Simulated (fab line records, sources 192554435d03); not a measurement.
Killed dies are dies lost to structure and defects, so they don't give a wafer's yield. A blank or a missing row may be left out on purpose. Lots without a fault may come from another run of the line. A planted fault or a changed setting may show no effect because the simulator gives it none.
A struck lot beside a sound one | flow n5_finfet | 20 steps out of a route of 1938
Sound: wafers L435.3, L435.4, L435.6. Struck: wafers L436.2, L436.4, L436.6. The cause comes at the end.
At each step with rows: each side's tool, then ch and its chambers, then its first start. Under that, the readings that differ: sound wafers | struck wafers | difference of the means | sigmas: that difference in standard deviations of wafers without a fault.
alike: readings whose means differ by less than 2 such deviations, and words and numbers that are the same on both sides. not compared: withheld readings, readings that some wafer has no value for, bounds like >300 that may hide the same value, and numbers for which the record gives no deviation and whose values overlap.
The two part at a step that has a row with sigmas, a row that says differs or no value, or rows on one side only. Numbers that don't overlap but have no deviation are shown without sigmas and don't part them. A reading that every wafer of one side lacks parts them only if that side has two wafers or more.

first, 9 steps without rows for these wafers: N5_BEOL_M7_ILD_DEP_00 (deposits SiCOH lowk from DEMS/porogen, target thk 179.75 nm, time 33.4 s); N5_BEOL_M7_CURE_74 (cures SiCOH lowk, time 240 s); N5_BEOL_M7_PECVD_70 (deposits SiO2 from TEOS/O2, target thk 20 nm, time 22.7 s); N5_BEOL_M7_HM_DEP_02 (deposits TiN, target thk 20 nm); N5_BEOL_M7_COAT_59 (time 60 s, resist thk 100 nm); N5_BEOL_M7_COAT_60 (time 60 s, resist thk 35 nm); N5_BEOL_M7_COAT_05 (resist thk 90 nm); N5_BEOL_M7_EBR_07; N5_BEOL_M7_SOFTBAKE_06 (time 60 s).
N5_BEOL_M7_EXPOSE_08: exposes mask M7.
  sound on arfi_scanner-01 ch 0, day 10 03:02; struck on arfi_scanner-01 ch 0, day 10 20:29
  reading              | sound             | struck            | difference | sigmas
  exposure_dose_mJ_cm2 | 68.18 68.16 68.25 | 70.08 69.94 69.97 | +1.80      | +24
  reticle_temp_C (C)   | 23.12 23.15 23.18 | 22.96 22.88 22.84 | -0.26      | -3
  alike: mask, stage_vel_mm_s
then, 3 steps without rows for these wafers: N5_BEOL_M7_PEB_09 (peb time 60 s); N5_BEOL_M7_DEVELOP_10 (develop time 30 s); N5_BEOL_M7_DESCUM_16 (chemistry O2, time 7.9 s).
N5_BEOL_M7_ETCH_61: etches SiARC in CF4, target depth 45.5 nm, time 75.8 s.
  sound on rie_diel-03 ch 0,2,3, day 10 03:25; struck on rie_diel-06 ch 1,2,3, day 10 21:14
  reading                         | sound          | struck      | difference | sigmas
  model.BEOL_M7.cd_offset_nm (nm) | -0.2 -0.2 -0.2 | 1.6 1.8 2.2 | +2.1       |
  alike: drypump_motor_current_A, etch_rf_on_time_s, oes_product_au, rf_vpp_V, showerhead_plenum_p_Torr, throttle_valve_pct
  not compared: rf_hours_counter_h
then, 3 steps without rows for these wafers: N5_BEOL_M7_ETCH_62 (etches SOC in N2/H2, target depth 110 nm, overetch 22 nm, time 165 s); N5_BEOL_M7_STRIP_68 (strips in N2/H2); N5_BEOL_M7_STRIP_67 (strips in CF4).
N5_BEOL_M7_HM_OPEN_17: chemistry Cl2/BCl3, target TiN, target depth 20 nm, overetch 6 nm.
  sound on rie_metal-02 ch 0,1, day 10 03:41; struck on rie_metal-02 ch 0, day 10 21:29
  reading                         | sound          | struck    | difference | sigmas
  model.BEOL_M7.cd_offset_nm (nm) | -0.4 -0.2 -0.2 | 1.4 1.4 2 | +1.9       |
  alike: bcl3_flow_sccm, drypump_motor_current_A, he_backside_leak_sccm, oes_product_au, throttle_valve_pct
  not compared: rf_hours_counter_h
then, 1 step without rows for these wafers: N5_BEOL_M7_STRIP_19 (strips in O2).
-- the record jumps here: 3 days lie between the struck wafers' starts before and after (it left off in module BEOL_M7 and takes up again in module PASSIVATION, whose first step shown is number 1936 of the route) --
N5_PASSIVATION_PROBE_49:
  sound on prober-02, day 13 14:02; struck on prober-02, day 14 06:58
  reading            | sound    | struck | difference | sigmas
  killed_at_M4_up    | 20 18 22 | 13 4 5 | -13        | -2
  killed_at_contacts | 12 13 30 | 1 4 5  | -15        | -2
  alike: defect_limited_yield, killed_at_M0_to_M3, killed_at_front_end, killed_at_other, killed_dies, killed_on_rim, killed_open, killed_short, sort_bin_5_function, sort_bin_6_memory, sort_n_pass, sort_yield_pct

WHERE THEY PART
First at N5_BEOL_M7_EXPOSE_08; last, within this record, at N5_PASSIVATION_PROBE_49.

WHY: what the simulator had put in
Process parameter drift: arfi_scanner-01, from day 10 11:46 on, at N5_BEOL_M7_EXPOSE_08. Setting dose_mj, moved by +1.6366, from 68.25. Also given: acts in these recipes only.
